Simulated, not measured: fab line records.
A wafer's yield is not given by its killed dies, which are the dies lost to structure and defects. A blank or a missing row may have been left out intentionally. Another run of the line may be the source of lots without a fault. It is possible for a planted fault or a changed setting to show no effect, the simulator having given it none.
fab line records	flow nand-harc	part 1 of 2: steps 1 to 4 of 6
[record] lots = 22	wafers = 66	last-day = 34
route steps=1302 shown A_STAIRCASE@773 A_SGD_CUT@905
lots that met no fault: from a run of the same line without faults
start-h: hours from the record's first day to the start of the lot's first wafer shown	wait-h: hours since the lot's step before	" same as the row above	L1.1+2: a single row standing in for several wafers	- no value, or no start was given	* or withheld: withheld	< > ~ a bound
route shown NAME@n: NAME is a module with steps in the file, n the number in the route of the first one	usual: mean and standard deviation over wafers with no fault	same: alike in all rows	chamber/n: place in a boat	sites: per-site readings	_std_site: their standard deviation	_edge_site: the outer-site mean with the inner-site mean subtracted	radius-mm: how far each site lies from the wafer's centre	mask NAME#n: copy n	behind: the tool/chamber that last shaped the wafer	hold: the reason the lot was held/the length of the hold in hours/how it ended	device: transistor that didn't switch, given as n, p or np	end of line: the route-end tests of the same wafers	a step with no rows: only its recipe	killed: at the first sort, the dies lost to defects and structure; wafer yield is something else	map: the dies of a wafer, with x for killed, . for not killed, _ for no die there
set.NAME: the setting the step ran with; set.NAME@STEP: the setting that earlier step ran with	model.NAME: the simulator's own value behind a step, which no gauge read
one table for each step of the route and one row for each wafer, over a sample of lots
services: a tool's chamber out of use, with start hour (start-h, from the record's first day; less than 0 if before it), hours out, and reason
[[steps]]
[step NHARC_A_STAIRCASE_DEP_259]
[recipe] target-thk-a = 300	target-thk-nm = 30	temp-c = 400	pressure-torr = 3.5	flow-sccm = 200	rf-w = 350	material = SiON
[usual] heater-power-w = 747/76
lot.wafer	tool	chamber	start-h	wait-h	heater-power-w
L074.2	pecvd-04	0	370.96	1.3	735
L074.4	"	2	"	"	660
L074.5	"	0	"	"	755
L075.2	pecvd-04	1	382.61	1.3	738
L075.3	"	2	"	"	677
L075.5	"	2	"	"	692
L077.2	pecvd-03	2	400.09	1.3	773
L077.4	"	1	"	"	824
L077.6	"	2	"	"	752
L078.3	pecvd-04	2	408.77	0.9	654
L078.2	"	1	"	"	839
L078.6	"	2	"	"	658
L080.3	pecvd-04	1	434.63	1.0	715
L080.6	"	2	"	"	721
L080.4	"	0	"	"	729
L081.1	pecvd-02	2	446.17	1.6	716
L081.5	"	0	"	"	799
L081.6	"	2	"	"	714
L082.2	pecvd-03	2	454.50	1.3	871
L082.5	"	0	"	"	723
L082.6	"	1	"	"	899
L083.1	pecvd-03	0	463.36	1.6	652
L083.6	"	2	"	"	825
L083.4	"	0	"	"	666
L084.6	pecvd-03	1	475.79	0.1	787
L084.4	"	2	"	"	832
L084.5	"	0	"	"	749
L085.2	pecvd-02	2	476.01	1.3	683
L085.3	"	1	"	"	719
L085.5	"	1	"	"	721
L087.3	pecvd-02	0	486.93	1.0	871
L087.5	"	2	"	"	649
L087.6	"	0	"	"	842
L086.2	pecvd-04	1	488.71	1.2	770
L086.3	"	0	"	"	692
L086.6	"	1	"	"	795
L088.3	pecvd-03	1	509.93	0.9	859
L088.4	"	1	"	"	851
L088.6	"	0	"	"	663
L089.2	pecvd-04	2	527.33	1.3	705
L089.3	"	0	"	"	606
L089.6	"	1	"	"	858
L090.2	pecvd-04	2	531.09	1.3	623
L090.1	"	0	"	"	684
L090.6	"	1	"	"	817
L092.2	pecvd-04	1	554.27	1.3	856
L092.1	"	0	"	"	634
L092.6	"	1	"	"	855
L091.2	pecvd-02	2	554.68	1.3	615
L091.3	"	0	"	"	757
L091.6	"	2	"	"	628
L093.2	pecvd-03	1	565.90	1.2	819
L093.3	"	0	"	"	713
L093.4	"	0	"	"	699
L095.2	pecvd-03	0	594.94	1.9	676
L095.1	"	2	"	"	793
L095.5	"	1	"	"	751
L094.1	pecvd-03	1	598.16	1.6	730
L094.2	"	2	"	"	778
L094.5	"	2	"	"	803
L096.3	pecvd-03	1	602.43	1.5	849
L096.1	"	2	"	"	823
L096.4	"	1	"	"	849
L097.2	pecvd-03	0	615.89	1.3	713
L097.5	"	0	"	"	722
L097.6	"	2	"	"	868
[step NHARC_A_STAIRCASE_HM_OPEN_457]
[recipe] o2-flow-sccm = 400	cos-flow-sccm = 20	ar-flow-sccm = 0	rf-w = 500	bias-w = 300	chemistry = O2/COS
[usual] chamber-pressure-mTorr = 20.001/0.017	drypump-motor-current-A = 5.6/0.46	oes-product-au = 1.000/0.0095	rf-vpp-V = 468/3.5	showerhead-plenum-p-Torr = 3.17/0.16	throttle-valve-pct = 28.331/0.0085
lot.wafer	tool	chamber	start-h	wait-h	chamber-pressure-mTorr	drypump-motor-current-A	oes-product-au	rf-hours-counter-h	rf-vpp-V	showerhead-plenum-p-Torr	throttle-valve-pct
L074.4	rie-diel-13	3	-	-	20.030	6.4	1.016	7	462	2.92	28.328
L074.2	"	0	"	"	19.989	6.1	1.012	7	466	3.12	28.324
L074.5	"	3	"	"	19.994	6.4	1.024	-	462	2.92	28.326
L075.3	rie-diel-04	3	-	-	19.998	5.2	0.998	4	464	2.95	28.325
L075.2	"	0	"	"	20.003	6.2	0.985	4	468	3.16	28.327
L075.5	"	3	"	"	20.016	5.2	0.988	-	464	2.95	28.327
L077.2	rie-diel-11	0	-	-	19.994	5.7	1.013	54	462	2.90	28.320
L077.4	"	2	"	"	20.010	5.8	0.992	42	470	3.30	28.341
L077.6	"	0	"	"	19.982	5.7	0.997	-	463	2.90	28.332
L078.2	rie-diel-04	1	-	-	20.026	5.0	1.017	14	469	3.22	28.339
L078.3	"	2	"	"	20.019	5.3	0.994	13	463	2.90	28.338
L078.6	"	1	"	"	20.017	5.0	1.016	-	469	3.22	28.360
L080.4	rie-diel-04	0	-	-	19.968	6.3	0.988	24	468	3.15	28.339
L080.3	"	2	"	"	19.994	5.3	1.007	22	462	2.90	28.333
L080.6	"	0	"	"	20.008	6.3	1.002	-	467	3.15	28.339
L081.1	rie-diel-11	2	-	-	20.024	5.8	1.001	1	471	3.29	28.328
L081.5	"	0	"	"	20.010	5.7	1.013	-	474	3.37	28.332
L081.6	"	1	"	"	19.982	5.7	0.995	-	465	3.01	28.331
L082.2	rie-diel-11	3	-	-	20.010	5.2	0.987	5	470	3.32	28.325
L082.6	"	3	"	"	19.983	5.2	0.984	-	471	3.32	28.345
L082.5	"	0	"	"	20.004	5.7	0.998	-	473	3.37	28.342
L083.1	rie-diel-04	1	-	-	19.962	5.0	1.013	35	469	3.21	28.331
L083.4	"	2	"	"	19.995	5.3	0.994	26	462	2.90	28.319
L083.6	"	1	"	"	19.992	5.0	1.015	-	470	3.21	28.318
L084.4	rie-diel-13	1	-	-	20.008	5.1	0.993	35	471	3.33	28.329
L084.5	"	2	"	"	19.985	5.6	0.996	-	469	3.20	28.332
L084.6	"	3	"	"	19.984	6.4	1.017	-	461	2.90	28.336
L085.2	rie-diel-04	2	-	-	20.015	5.3	1.003	30	463	2.90	28.319
L085.3	"	3	"	"	20.030	5.2	0.994	39	464	2.94	28.332
L085.5	"	0	"	"	20.003	6.3	0.997	-	467	3.14	28.339
L087.3	rie-diel-11	0	-	-	20.003	5.7	1.003	15	471	3.36	28.340
L087.5	"	1	"	"	19.987	5.7	0.990	-	465	3.00	28.342
L087.6	"	2	"	"	20.003	5.8	1.000	-	470	3.29	28.327
L086.2	rie-diel-11	3	-	-	20.018	5.2	0.996	15	471	3.31	28.339
L086.3	"	0	"	"	19.997	5.7	1.000	16	473	3.36	28.328
L086.6	"	2	"	"	20.017	5.8	0.999	-	471	3.29	28.336
L088.3	rie-diel-13	1	-	-	20.012	5.1	0.986	44	471	3.32	28.330
L088.4	"	3	"	"	19.991	6.4	1.009	53	462	2.89	28.350
L088.6	"	2	"	"	20.020	5.6	1.008	-	468	3.20	28.335
L089.2	rie-diel-11	2	-	-	19.989	5.8	0.992	29	469	3.28	28.325
L089.3	"	3	"	"	20.002	5.2	0.983	31	471	3.30	28.329
L089.6	"	2	"	"	20.008	5.8	0.988	-	471	3.28	28.334
L090.2	rie-diel-13	2	-	-	20.008	5.7	1.012	0	468	3.19	28.334
L090.1	"	0	"	"	19.997	6.1	0.989	0	466	3.09	28.335
L090.6	"	3	"	"	19.974	6.4	0.999	-	473	3.37	28.347
L092.1	rie-diel-11	3	-	-	20.011	5.2	0.997	46	471	3.30	28.335
L092.2	"	0	"	"	20.011	5.7	0.998	34	472	3.36	28.337
L092.6	"	3	"	"	19.993	5.2	1.003	-	469	3.30	28.329
L091.2	rie-diel-04	3	-	-	19.991	5.2	0.993	3	462	2.93	28.330
L091.3	"	0	"	"	20.040	6.3	0.991	3	467	3.14	28.338
L091.6	"	2	"	"	20.011	5.3	0.988	-	472	3.37	28.335
L093.4	rie-diel-13	1	-	-	19.996	5.1	0.988	6	472	3.32	28.313
L093.2	"	2	"	"	20.024	5.6	0.999	10	468	3.19	28.321
L093.3	"	0	"	"	20.010	6.1	1.009	10	467	3.08	28.341
L095.2	rie-diel-13	3	-	-	19.978	6.4	1.010	19	473	3.36	28.320
L095.1	"	0	"	"	19.994	6.1	1.015	20	467	3.08	28.330
L095.5	"	2	"	"	19.994	5.6	1.008	-	469	3.18	28.319
L094.1	rie-diel-13	1	-	-	20.004	5.1	0.994	18	470	3.31	28.334
L094.2	"	2	"	"	19.974	5.6	1.010	22	467	3.18	28.329
L094.5	"	3	"	"	19.997	6.4	0.997	-	471	3.36	28.336
L096.4	rie-diel-04	3	-	-	19.994	5.2	0.989	15	464	2.92	28.338
L096.3	"	0	"	"	19.982	6.3	0.997	21	467	3.13	28.327
L096.1	"	1	"	"	20.010	5.0	1.001	18	468	3.19	28.327
L097.2	rie-diel-04	1	-	-	19.966	5.0	1.008	21	469	3.19	28.329
L097.5	"	0	"	"	20.009	6.3	1.001	-	467	3.13	28.341
L097.6	"	1	"	"	19.972	5.0	1.004	-	469	3.19	28.333
[step NHARC_A_STAIRCASE_ALD_415]
[recipe] target-thk-a = 300	pulse-time-s = 6	ald-cycles = 300	temp-c = 300	material = SiO2
[usual] heater-power-w = 444/52	precursor-pulse-height-rel = 0.997/0.02
lot.wafer	tool	chamber	start-h	wait-h	heater-power-w	precursor-pulse-height-rel
L074.2	ald-hk-04	2	390.16	0.3	405	0.981
L074.4	"	0	"	"	509	1.029
L074.5	"	2	"	"	406	0.976
L075.2	ald-hk-03	3	406.91	2.4	378	0.951
L075.3	"	0	"	"	426	1.021
L075.5	"	3	"	"	386	1.018
L077.2	ald-hk-04	3	415.53	0.3	464	0.957
L077.4	"	1	"	"	524	0.999
L077.6	"	2	"	"	410	1.016
L078.2	ald-hk-04	3	422.82	0.1	488	0.981
L078.3	"	1	"	"	526	0.996
L078.6	"	0	"	"	494	0.952
L080.3	ald-hk-01	1	450.76	0.1	394	0.967
L080.4	"	3	"	"	434	1.040
L080.6	"	1	"	"	407	0.987
L081.1	ald-hk-04	2	465.10	0.5	416	1.014
L081.6	"	0	"	"	497	1.017
L081.5	"	1	"	"	528	0.993
L082.2	ald-hk-04	1	470.18	0.5	527	1.025
L082.5	"	3	"	"	498	1.022
L082.6	"	0	"	"	501	1.016
L083.1	ald-hk-03	3	480.84	0.5	380	1.010
L083.4	"	0	"	"	433	0.985
L083.6	"	2	"	"	417	1.001
L084.4	ald-hk-04	2	490.84	0.3	405	1.021
L084.5	"	1	"	"	514	0.983
L084.6	"	2	"	"	399	0.971
L085.3	ald-hk-03	1	491.81	0.5	363	1.009
L085.2	"	2	"	"	415	0.978
L085.5	"	3	"	"	383	0.991
L087.3	ald-hk-03	3	502.18	0.8	386	0.998
L087.5	"	0	"	"	429	0.990
L087.6	"	1	"	"	362	1.044
L086.3	ald-hk-01	0	504.18	0.5	402	1.010
L086.2	"	1	"	"	408	0.997
L086.6	"	2	"	"	446	0.999
L088.3	ald-hk-04	3	525.06	0.3	483	1.000
L088.4	"	1	"	"	536	1.007
L088.6	"	3	"	"	498	0.970
L089.3	ald-hk-01	1	545.26	0.1	418	0.956
L089.2	"	3	"	"	420	1.020
L089.6	"	1	"	"	422	0.995
L090.2	ald-hk-04	3	545.40	0.1	480	1.000
L090.1	"	0	"	"	509	1.004
L090.6	"	3	"	"	481	0.995
L091.2	ald-hk-04	1	572.28	0.3	542	1.006
L091.3	"	2	"	"	418	1.007
L091.6	"	0	"	"	513	1.010
L092.2	ald-hk-04	3	575.91	0.1	507	1.040
L092.1	"	2	"	"	422	0.988
L092.6	"	0	"	"	507	0.985
L093.2	ald-hk-04	0	582.75	0.1	509	0.986
L093.4	"	1	"	"	543	1.008
L093.3	"	2	"	"	414	1.002
L095.1	ald-hk-01	1	609.46	0.3	414	0.993
L095.2	"	3	"	"	431	0.964
L095.5	"	1	"	"	417	1.006
L094.1	ald-hk-03	1	617.34	0.5	386	1.010
L094.2	"	2	"	"	418	0.987
L094.5	"	3	"	"	383	0.990
L096.3	ald-hk-03	0	623.51	0.1	417	0.977
L096.1	"	2	"	"	416	0.996
L096.4	"	3	"	"	384	1.022
L097.2	ald-hk-03	0	631.05	0.8	412	0.989
L097.5	"	1	"	"	397	0.997
L097.6	"	2	"	"	421	1.028
[step NHARC_A_STAIRCASE_ETCH_444]
[recipe] target-depth-a = 2.04e+05	time-s = 6800	c4f8-flow-sccm = 20	o2-flow-sccm = 10	ar-flow-sccm = withheld	rf-w = 600	bias-w = 1000	chemistry = C4F8/O2
[usual] chamber-pressure-mTorr = 25.002/0.028	oes-product-au = 0.931/0.016	rf-vpp-V = 809/5.6
lot.wafer	tool	chamber	start-h	wait-h	chamber-pressure-mTorr	oes-product-au	rf-hours-counter-h	rf-vpp-V
L074.2	rie-diel-13	3	432.16	0.1	24.971	0.930	24	799
L074.4	"	3	434.05	1.9	24.999	0.936	-	801
L074.5	"	0	"	"	24.997	0.937	-	807
L075.2	rie-diel-11	0	447.56	0.1	25.032	0.959	2	814
L075.3	"	2	"	"	24.987	0.979	2	814
L075.5	"	1	449.92	2.4	25.014	0.976	-	802
L077.2	rie-diel-13	2	452.14	0.5	25.016	0.932	35	810
L077.4	"	0	"	"	24.993	0.918	36	806
L077.6	"	2	"	"	24.995	0.922	-	810
L078.2	rie-diel-13	0	464.81	0.1	25.007	0.923	42	806
L078.3	"	1	"	"	25.048	0.920	29	814
L078.6	"	0	466.71	1.9	25.005	0.926	-	804
L080.3	rie-diel-13	0	492.81	1.0	24.964	0.928	51	805
L080.4	"	1	"	"	25.009	0.957	39	813
L080.6	"	3	"	"	24.981	0.919	-	797
L081.1	rie-diel-11	2	511.64	1.4	24.979	0.923	22	814
L081.6	"	1	512.94	2.6	24.976	0.926	-	804
L081.5	"	2	"	"	25.006	0.924	-	813
L082.2	rie-diel-04	0	511.92	1.5	25.009	0.928	46	808
L082.5	"	1	"	"	24.991	0.928	-	809
L082.6	"	2	"	"	24.970	0.927	-	798
L083.4	rie-diel-13	0	519.94	0.1	25.014	0.926	59	807
L083.1	"	2	"	"	24.993	0.918	63	808
L083.6	"	1	522.34	2.4	24.963	0.918	-	815
L084.4	rie-diel-11	3	531.85	0.5	24.992	0.920	33	812
L084.6	"	2	533.29	2.0	24.974	0.919	-	814
L084.5	"	3	"	"	25.027	0.914	-	814
L085.2	rie-diel-04	3	532.16	1.0	24.973	0.917	51	799
L085.3	"	0	"	"	25.006	0.918	52	806
L085.5	"	2	"	"	25.022	0.911	-	799
L086.3	rie-diel-13	3	539.83	0.1	25.030	0.966	4	816
L086.2	"	2	541.13	1.4	24.989	0.963	4	809
L086.6	"	2	543.07	3.3	24.972	0.965	-	810
L087.3	rie-diel-11	1	541.01	1.5	25.004	0.926	37	802
L087.6	"	2	"	"	24.996	0.927	-	812
L087.5	"	3	"	"	25.011	0.913	-	812
L088.3	rie-diel-04	0	561.39	0.5	24.957	0.969	5	806
L088.4	"	2	"	"	25.012	0.975	2	816
L088.6	"	0	"	"	24.996	0.968	-	807
L089.3	rie-diel-13	2	587.79	0.6	25.000	0.924	15	808
L089.2	"	3	"	"	24.963	0.933	14	815
L089.6	"	2	589.70	2.4	24.985	0.935	-	808
L090.2	rie-diel-13	0	590.65	3.4	24.988	0.946	17	805
L090.1	"	1	"	"	25.064	0.921	15	813
L090.6	"	3	"	"	25.030	0.929	-	816
L091.3	rie-diel-13	3	610.86	0.5	24.975	0.928	26	814
L091.2	"	0	"	"	24.976	0.939	24	805
L091.6	"	2	"	"	25.037	0.928	-	809
L092.1	rie-diel-11	1	611.02	0.5	24.996	0.910	56	801
L092.2	"	2	"	"	25.028	0.930	62	812
L092.6	"	0	"	"	25.025	0.918	-	815
L093.2	rie-diel-04	3	620.69	0.1	25.003	0.919	21	799
L093.4	"	1	"	"	25.048	0.938	25	811
L093.3	"	2	"	"	24.987	0.915	15	816
L095.2	rie-diel-04	1	653.15	0.1	25.065	0.934	35	809
L095.1	"	2	"	"	24.981	0.925	25	815
L095.5	"	2	655.52	2.4	25.024	0.918	-	817
L094.2	rie-diel-04	2	661.05	0.5	24.980	0.919	30	817
L094.1	"	3	"	"	25.020	0.914	36	800
L094.5	"	1	"	"	24.901	0.918	-	809
L097.2	rie-diel-11	3	665.13	0.1	24.982	0.923	13	813
L097.5	"	3	667.02	2.0	25.010	0.925	-	811
L097.6	"	0	"	"	24.987	0.931	-	814
L096.1	rie-diel-13	0	665.30	0.1	25.019	0.931	43	803
L096.4	"	2	"	"	24.988	0.934	47	807
L096.3	"	3	"	"	24.991	0.930	47	816
